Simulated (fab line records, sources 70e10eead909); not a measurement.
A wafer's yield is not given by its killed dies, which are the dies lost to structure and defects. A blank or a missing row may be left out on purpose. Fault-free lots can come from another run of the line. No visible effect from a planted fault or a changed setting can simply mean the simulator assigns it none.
fab line records	flow nand_harc
record: lots: 14	wafers: 42	last_day: 33
route steps=1302 shown A_CONTACT@1101 A_BLC@1118 A_M0@1156
lots untouched by any fault: they come from a run of this same line in which no faults occurred
start_h: start of the lot's first displayed wafer, in hours after the record's first day	wait_h: time in hours since the lot's previous step	" identical to the entry in the row above	L1.1+2: a row that stands for several wafers	- either no value or no given start	* or withheld: withheld	< > ~ a bound
route shown NAME@n: names a module that has steps shown in the file, with the first one's number in the route	usual: average and standard deviation across the fault-free wafers	same: alike in all rows	chamber/n: place in a boat	sites: readings site by site	_std_site: how widely they spread, as a standard deviation	_edge_site: mean of outer sites minus mean of inner sites	radius_mm: how far each site lies from the wafer's centre	mask NAME#n: copy n	behind: the tool/chamber that last shaped the wafer	hold: the reason the lot was held/the length of the hold in hours/how it ended	device: transistor that didn't switch, given as n, p or np	end of line: the route-end tests of the same wafers	a step without rows: its recipe alone	killed: at the first sort, the dies lost to defects and structure; wafer yield is something else	map: shows each die of a wafer: x if killed, . if not, _ if none is there
set.NAME: the run value of the setting; set.NAME@STEP: its run value at that earlier step	model.NAME: the simulator's own value behind a step, which no gauge read
one table for each step of the route and one row for each wafer, over a sample of lots
services: the hour from which a tool's chamber was out of use, counted from the record's first day as start_h (under 0 if before that day), plus the number of hours and why
== steps ==
step: NHARC_A_CONTACT_ALD_18
recipe: target_thk_a: 30	pulse_time_s: 1	ald_cycles: 150	temp_c: 450	material: TiN
usual: heater_power_w: 1051/130	precursor_pulse_height_rel: 1.000/0.021
lot.wafer	tool	chamber	start_h	wait_h	heater_power_w	precursor_pulse_height_rel	since_wet_clean_h
L986.1	ald_metal-03	3	516.68	-	1035	0.981	117
L986.4	"	0	"	"	1049	0.994	117
L986.2	"	1	"	"	936	1.004	117
L987.3	ald_metal-04	0	525.00	-	1164	1.001	41
L987.1	"	3	"	"	874	1.006	41
L987.4	"	3	"	"	854	0.984	-
L988.2	ald_metal-03	0	533.28	-	1077	0.981	133
L988.4	"	1	"	"	949	0.998	133
L988.3	"	2	"	"	1271	1.004	133
L995.4	ald_metal-01	2	592.58	-	1103	0.978	57
L995.1	"	3	"	"	1007	1.012	57
L995.5	"	2	"	"	1113	0.994	-
L993.4	ald_metal-04	3	593.72	-	877	0.998	110
L993.3	"	0	"	"	1203	1.015	110
L993.5	"	1	"	"	964	0.962	-
L999.3	ald_metal-01	2	640.59	-	1108	1.003	105
L999.2	"	3	"	"	996	0.974	105
L999.6	"	3	"	"	994	0.963	-
L101.3	ald_metal-01	3	655.74	-	1004	0.989	120
L101.5	"	0	"	"	1173	1.021	-
L101.6	"	1	"	"	1170	0.970	-
L100.3	ald_metal-01	1	660.66	-	1181	1.027	125
L100.4	"	3	"	"	996	1.013	125
L100.6	"	2	"	"	1116	0.979	-
L103.2	ald_metal-04	2	688.80	-	877	1.017	27
L103.3	"	1	"	"	971	0.962	27
L103.6	"	3	"	"	870	1.024	-
L105.3	ald_metal-03	0	704.52	-	1046	0.985	127
L105.2	"	3	"	"	1125	1.007	127
L105.5	"	1	"	"	977	0.991	-
L104.3	ald_metal-04	2	704.89	-	884	1.027	43
L104.4	"	3	"	"	913	0.963	43
L104.5	"	3	"	"	906	1.017	-
L107.3	ald_metal-03	1	720.66	-	929	1.004	143
L107.6	"	1	"	"	941	1.001	-
L107.5	"	2	"	"	1269	0.999	-
L108.1	ald_metal-04	0	733.95	-	1259	1.008	72
L108.3	"	1	"	"	983	1.012	72
L108.5	"	0	"	"	1239	0.984	-
L109.4	ald_metal-04	1	748.17	-	974	0.994	86
L109.2	"	2	"	"	890	1.021	86
L109.3	"	3	"	"	869	1.028	86
step: NHARC_A_BLC_OVL_MEAS_11
usual: overlay_x_nm: -0.2/0.95	overlay_y_nm: 0.1/0.72
lot.wafer	tool	chamber	start_h	wait_h	overlay_x_nm	overlay_y_nm
L986.1	overlay-01	-	518.74	-	-0.6	0.8
L986.2	"	-	"	"	-0.6	0.6
L986.4	"	-	"	"	0.2	0.7
L987.1	overlay-01	-	527.12	-	-0.2	-1.1
L987.3	"	-	"	"	-0.6	-1.5
L987.4	"	-	"	"	-0.8	-1.1
L988.2	overlay-01	-	535.37	-	-0.4	0.4
L988.3	"	-	"	"	-0.5	-0.2
L988.4	"	-	"	"	0.0	-0.1
L995.1	overlay-01	-	594.66	-	0.8	-0.3
L995.4	"	-	"	"	0.9	0.0
L995.5	"	-	"	"	0.6	0.5
L993.3	overlay-01	-	595.79	-	-1.1	1.1
L993.4	"	-	"	"	-0.7	-0.2
L993.5	"	-	"	"	0.0	0.2
L999.2	overlay-02	-	642.56	-	-0.1	-0.4
L999.3	"	-	"	"	-1.1	-0.7
L999.6	"	-	"	"	-0.4	-0.4
L101.3	overlay-01	-	657.75	-	-1.4	0.0
L101.5	"	-	"	"	-1.2	-0.6
L101.6	"	-	"	"	-1.5	-0.9
L100.3	overlay-02	-	662.63	-	0.9	-0.5
L100.4	"	-	"	"	1.1	-0.9
L100.6	"	-	"	"	1.4	-1.3
L103.2	overlay-01	-	690.91	-	-0.3	0.3
L103.3	"	-	"	"	-0.5	0.6
L103.6	"	-	"	"	-0.1	0.5
L105.2	overlay-01	-	706.60	-	-0.2	-0.3
L105.3	"	-	"	"	-0.6	0.0
L105.5	"	-	"	"	-1.1	-0.6
L104.3	overlay-01	-	706.99	-	0.1	0.6
L104.4	"	-	"	"	-0.2	0.6
L104.5	"	-	"	"	0.2	0.9
L107.3	overlay-01	-	722.75	-	-0.3	-0.6
L107.5	"	-	"	"	-0.3	-0.8
L107.6	"	-	"	"	-0.5	-1.1
L108.1	overlay-01	-	736.03	-	0.0	0.6
L108.3	"	-	"	"	-0.3	1.0
L108.5	"	-	"	"	-0.1	0.8
L109.2	overlay-02	-	750.27	-	-2.8	1.1
L109.3	"	-	"	"	-2.6	0.9
L109.4	"	-	"	"	-2.1	1.0
step: NHARC_A_M0_DEGAS_28
recipe: temp_c: 250	time_s: 60
usual: heater_power_w: 327/32
lot.wafer	tool	chamber	start_h	wait_h	heater_power_w
L986.1	pvd_sputter-01	-	523.93	-	296
L986.4	"	-	"	"	346
L986.2	"	-	"	"	277
L987.1	pvd_sputter-02	-	532.09	-	311
L987.3	"	-	"	"	342
L987.4	"	-	"	"	334
L988.3	pvd_sputter-02	-	540.30	-	330
L988.2	"	-	"	"	309
L988.4	"	-	"	"	375
L995.1	pvd_sputter-01	-	599.72	-	284
L995.4	"	-	"	"	345
L995.5	"	-	"	"	290
L993.3	pvd_sputter-03	-	600.86	-	270
L993.4	"	-	"	"	322
L993.5	"	-	"	"	347
L999.3	pvd_sputter-03	-	647.83	-	345
L999.2	"	-	"	"	272
L999.6	"	-	"	"	380
L101.3	pvd_sputter-01	-	662.83	-	283
L101.6	"	-	"	"	298
L101.5	"	-	"	"	336
L100.3	pvd_sputter-03	-	667.60	-	327
L100.4	"	-	"	"	381
L100.6	"	-	"	"	274
L103.2	pvd_sputter-01	-	696.00	-	335
L103.3	"	-	"	"	283
L103.6	"	-	"	"	366
L105.3	pvd_sputter-01	-	711.80	-	354
L105.2	"	-	"	"	286
L105.5	"	-	"	"	342
L104.4	pvd_sputter-02	-	712.49	-	310
L104.3	"	-	"	"	345
L104.5	"	-	"	"	309
L107.3	pvd_sputter-03	-	727.90	-	298
L107.5	"	-	"	"	356
L107.6	"	-	"	"	300
L108.3	pvd_sputter-01	-	740.93	-	364
L108.1	"	-	"	"	292
L108.5	"	-	"	"	282
L109.4	pvd_sputter-03	-	755.48	-	373
L109.3	"	-	"	"	345
L109.2	"	-	"	"	301
step: NHARC_A_M0_ECD_22
recipe: target_thk_a: 4000	bath_temp_c: 25	material: Cu
usual: bath_heat_duty_pct: 6.6/0.55	bath_temp_c: 25.01/0.1
lot.wafer	tool	chamber	start_h	wait_h	bath_heat_duty_pct	bath_temp_c
L986.1	ecd_cu-01	1	524.29	-	7.2	25.10
L986.2	"	0	"	"	5.8	25.03
L986.4	"	0	"	"	5.3	24.95
L987.1	ecd_cu-02	0	532.51	-	7.0	25.15
L987.3	"	1	"	"	6.3	25.07
L987.4	"	0	"	"	6.5	25.11
L988.2	ecd_cu-01	1	540.71	-	6.4	25.07
L988.4	"	0	"	"	6.3	24.91
L988.3	"	1	"	"	6.5	25.04
L995.1	ecd_cu-01	1	600.08	-	-	-
L995.4	"	1	"	"	-	-
L995.5	"	0	"	"	-	-
L993.3	ecd_cu-01	1	601.32	-	-	-
L993.4	"	0	"	"	-	-
L993.5	"	0	"	"	-	-
L999.2	ecd_cu-02	0	648.25	-	7.1	25.04
L999.3	"	1	"	"	6.6	25.17
L999.6	"	1	"	"	7.4	25.13
L101.3	ecd_cu-02	0	663.27	-	6.9	25.27
L101.5	"	0	"	"	7.2	25.13
L101.6	"	1	"	"	7.1	24.99
L100.3	ecd_cu-01	0	668.05	-	6.0	24.99
L100.4	"	1	"	"	5.8	25.00
L100.6	"	1	"	"	6.4	25.18
L103.2	ecd_cu-01	1	696.36	-	6.8	25.12
L103.3	"	0	"	"	6.5	24.99
L103.6	"	1	"	"	6.6	25.03
L105.2	ecd_cu-02	0	712.19	-	6.3	25.01
L105.3	"	1	"	"	6.6	24.91
L105.5	"	0	"	"	6.3	25.08
L104.4	ecd_cu-01	1	713.07	-	6.6	25.02
L104.3	"	0	"	"	6.3	25.02
L104.5	"	0	"	"	5.4	25.06
L107.3	ecd_cu-02	1	728.36	-	6.6	24.84
L107.5	"	1	"	"	6.4	24.78
L107.6	"	0	"	"	7.2	25.00
L108.1	ecd_cu-02	1	741.35	-	7.4	24.88
L108.3	"	1	"	"	6.9	24.86
L108.5	"	1	"	"	6.0	24.98
L109.2	ecd_cu-02	1	755.90	-	7.0	24.81
L109.3	"	0	"	"	6.4	24.93
L109.4	"	1	"	"	7.2	24.85
step: NHARC_A_M0_CMP_23
recipe: t_overpolish_s: 20	target_thk_nm: 113.75
usual: edge_zone_pressure_frac: 0.999/0.0049	motor_current_A: 12.0/1.2	time_to_endpoint_s: 30/4
lot.wafer	tool	chamber	start_h	wait_h	edge_zone_pressure_frac	motor_current_A	time_to_endpoint_s
L986.1	cmp-03	3	525.04	-	1.004	9.8	32
L986.4	"	0	"	"	0.996	11.3	31
L986.2	"	1	"	"	0.996	12.0	33
L987.1	cmp-01	0	533.19	-	0.994	13.0	29
L987.3	"	1	"	"	1.010	13.8	29
L987.4	"	3	"	"	1.005	12.0	24
L988.3	cmp-01	0	541.38	-	0.998	12.0	28
L988.2	"	1	"	"	0.994	14.0	29
L988.4	"	3	"	"	1.001	12.0	25
L995.1	cmp-03	0	600.83	-	1.001	11.3	3
L995.4	"	2	"	"	0.996	12.3	0
L995.5	"	0	"	"	1.007	11.2	2
L993.4	cmp-01	0	601.94	-	0.994	13.4	4
L993.3	"	3	"	"	1.008	11.8	1
L993.5	"	0	"	"	1.002	13.0	2
L999.2	cmp-03	3	649.29	-	1.002	10.3	32
L999.3	"	0	"	"	0.999	11.5	35
L999.6	"	2	"	"	0.999	11.7	24
L101.3	cmp-02	1	663.95	-	0.994	13.7	30
L101.6	"	3	"	"	0.996	10.9	27
L101.5	"	0	"	"	1.000	10.3	25
L100.3	cmp-02	1	668.67	-	1.003	14.1	29
L100.4	"	0	"	"	1.001	10.5	25
L100.6	"	1	"	"	1.004	14.3	29
L103.2	cmp-03	1	697.09	-	1.001	11.4	33
L103.3	"	3	"	"	1.000	10.1	29
L103.6	"	2	"	"	0.997	12.4	24
L105.3	cmp-02	2	712.92	-	0.989	11.2	35
L105.2	"	3	"	"	0.989	11.4	27
L105.5	"	0	"	"	1.001	10.2	27
L104.4	cmp-01	2	713.78	-	0.990	12.9	36
L104.3	"	0	"	"	0.994	12.8	29
L104.5	"	1	"	"	1.008	14.3	30
L107.3	cmp-03	3	729.01	-	1.007	9.8	32
L107.6	"	2	"	"	1.003	11.9	25
L107.5	"	3	"	"	1.001	10.3	30
L108.3	cmp-01	2	742.05	-	1.004	13.1	37
L108.1	"	3	"	"	1.004	12.1	26
L108.5	"	2	"	"	0.998	12.5	35
L109.3	cmp-03	3	756.56	-	0.990	9.9	33
L109.4	"	0	"	"	1.002	11.1	33
L109.2	"	2	"	"	1.002	12.5	25
step: NHARC_A_M0_THK_MEAS_24
recipe: thk_meas_gauge: xrf
usual: thk_nm: 114.1/1.8
lot.wafer	tool	chamber	start_h	wait_h	thk_nm
L986.1	film_metro-02	-	525.33	-	114.1
L986.2	"	-	"	"	113.7
L986.4	"	-	"	"	115.4
L987.1	film_metro-01	-	533.52	-	115.0
L987.3	"	-	"	"	114.4
L987.4	"	-	"	"	109.6
L988.2	film_metro-02	-	541.69	-	114.1
L988.3	"	-	"	"	114.5
L988.4	"	-	"	"	112.5
L995.1	film_metro-02	-	601.11	-	29.7
L995.4	"	-	"	"	29.0
L995.5	"	-	"	"	29.9
L993.3	film_metro-02	-	602.26	-	28.1
L993.4	"	-	"	"	29.1
L993.5	"	-	"	"	28.1
L999.2	film_metro-02	-	649.54	-	113.1
L999.3	"	-	"	"	115.3
L999.6	"	-	"	"	112.3
L101.3	film_metro-01	-	664.21	-	113.5
L101.5	"	-	"	"	114.0
L101.6	"	-	"	"	115.0
L100.3	film_metro-02	-	668.99	-	113.4
L100.4	"	-	"	"	113.0
L100.6	"	-	"	"	114.1
L103.2	film_metro-01	-	697.40	-	113.8
L103.3	"	-	"	"	114.9
L103.6	"	-	"	"	111.5
L105.2	film_metro-02	-	713.18	-	115.9
L105.3	"	-	"	"	115.9
L105.5	"	-	"	"	112.8
L104.3	film_metro-01	-	714.07	-	115.6
L104.4	"	-	"	"	116.8
L104.5	"	-	"	"	114.7
L107.3	film_metro-02	-	729.30	-	116.0
L107.5	"	-	"	"	114.9
L107.6	"	-	"	"	112.3
L108.1	film_metro-02	-	742.34	-	113.7
L108.3	"	-	"	"	119.5
L108.5	"	-	"	"	116.1
L109.2	film_metro-02	-	756.87	-	112.0
L109.3	"	-	"	"	114.2
L109.4	"	-	"	"	113.3
== services ==
tool	chamber	start_h	hours	kind
ecd_cu-01	-	512.00	8.0	pm
ecd_cu-02	-	513.00	0.7	repair
ald_metal-04	1	524.48	9.4	repair
pvd_sputter-03	-	526.00	10.0	pm
ecd_cu-01	-	538.43	1.2	repair
ecd_cu-01	-	548.69	4.2	repair
cmp-03	-	554.14	4.0	pm
pvd_sputter-01	-	582.00	10.0	pm
ecd_cu-02	-	596.00	8.0	pm
ecd_cu-01	-	610.82	3.9	repair
cmp-03	-	612.83	3.1	repair
ald_metal-04	-	652.00	10.0	pm
cmp-03	-	652.14	4.0	pm
ecd_cu-01	-	655.71	4.9	repair
ecd_cu-01	-	671.16	0.5	repair
ecd_cu-01	-	688.00	8.0	pm
ald_metal-04	3	700.59	1.5	repair
ecd_cu-01	-	724.24	0.9	repair
pvd_sputter-01	-	729.68	1.0	repair
pvd_sputter-01	-	743.32	6.0	repair
ald_metal-04	3	748.34	6.9	repair
cmp-03	-	750.14	4.0	pm
ecd_cu-01	-	752.65	0.6	repair
ecd_cu-01	-	755.28	0.5	repair
== key ==
first_sign: step: NHARC_A_M0_ECD_22	reading: tool_record	direction: missing
effect: step: NHARC_A_M0_CMP_23	reading: time_to_endpoint_s	direction: down	sigmas: 7	usual: *	struck: *
effect: step: NHARC_A_M0_THK_MEAS_24	reading: thk_nm	direction: down	sigmas: 47	usual: 114.1	struck: 29.0
met_at NHARC_A_M0_ECD_22
struck_lots L993,L995
later_rows_left_out L993.3,L993.4,L993.5,L995.1,L995.4,L995.5
sort_left_out L993.3,L993.4,L993.5,L995.1,L995.4,L995.5
not_acting_at NHARC_A_CONTACT_ALD_18,NHARC_A_BLC_OVL_MEAS_11,NHARC_A_M0_DEGAS_28
onset_between 540.71 600.08
fault: kind: skipped_step_whole	tool: ecd_cu-01	chamber: -	onset_h: 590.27	steps: NHARC_A_M0_ECD_22	scope: struck_lots_only
sort_left_out: the simulated sort isn't trusted on such a fault, so these wafers' sort isn't shown, and their yield isn't known
later_rows_left_out: the simulator's readings of these wafers behind a module that went badly wrong aren't trusted and aren't shown, but for the sort
